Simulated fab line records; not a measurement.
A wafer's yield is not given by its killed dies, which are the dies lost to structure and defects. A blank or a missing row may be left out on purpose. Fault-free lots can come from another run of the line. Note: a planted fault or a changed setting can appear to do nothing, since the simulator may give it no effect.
The same fault as seen by 2 desks    flow n5_finfet    each desk holds nothing but its own numbers, with what lay behind them at the end

## AT THE TOOL OWNER'S DESK: ald_metal-04
The tool's own readings at N5_HKMG_FIN_ALD_79 (deposits TiN, target thk 1.5 nm, pulse time 1 s, purge time 3 s): means of the sampled wafers that have a number, for each lot that ran on this tool. A lot is out of limits, marked OUT, if its mean lies more than 4 standard deviations from the usual mean; the brackets give that distance.
Columns: A = heater_power_w at N5_HKMG_FIN_ALD_79, usual 844 W; B = precursor_pulse_height_rel at N5_HKMG_FIN_ALD_79, usual 0.999
lot   first seen here  A    B
L345  day 3 23:21      837  0.998
L350  day 5 13:13      864  1.007
L352  day 5 23:47      875  0.988
L353  day 6 01:22      871  0.998
L357  day 7 03:42      830  1.001
L358  day 7 10:30      860  1.017
Result from this desk: across the 6 lots, nothing is out of limits.

## METROLOGY DESK
Lot by lot, what the gauges showed, no matter which tool ran the lot: averages of those sampled wafers that carry a number. A lot is out of limits, marked OUT, if its mean lies more than 4 standard deviations from the usual mean; the brackets give that distance.
Columns: A = SDB_THK at N5_SDB_THK_MEAS_31, usual 64.8 nm; B = cd_nm at N5_HKMG_FIN_CD_MEAS_49, usual 202.2 nm
lot   first seen here  A     B
L345  day 3 19:44      63.5  202.4
L346  day 4 05:44      63.8  201.4
L347  day 4 19:54      64.0  203.0
L349  day 5 04:06      66.4  202.3
L350  day 5 10:09      66.0  202.2
L351  day 5 12:38      64.7  202.9
L352  day 5 20:47      65.9  202.7
L353  day 5 22:14      64.6  202.9
L354  day 6 06:58      67.0  202.1
L357  day 6 23:38      65.5  201.5
L358  day 7 06:40      65.3  202.1
L359  day 7 12:22      61.2  202.4
L367  day 9 14:08      65.4  202.2
L368  day 9 17:58      64.5  202.1
Result from this desk: across the 14 lots, nothing is out of limits.

## ALL TOGETHER
The tool owner's desk saw nothing out of limits.
The metrology desk saw nothing out of limits.

## WHAT THE SIMULATOR HAD PUT IN
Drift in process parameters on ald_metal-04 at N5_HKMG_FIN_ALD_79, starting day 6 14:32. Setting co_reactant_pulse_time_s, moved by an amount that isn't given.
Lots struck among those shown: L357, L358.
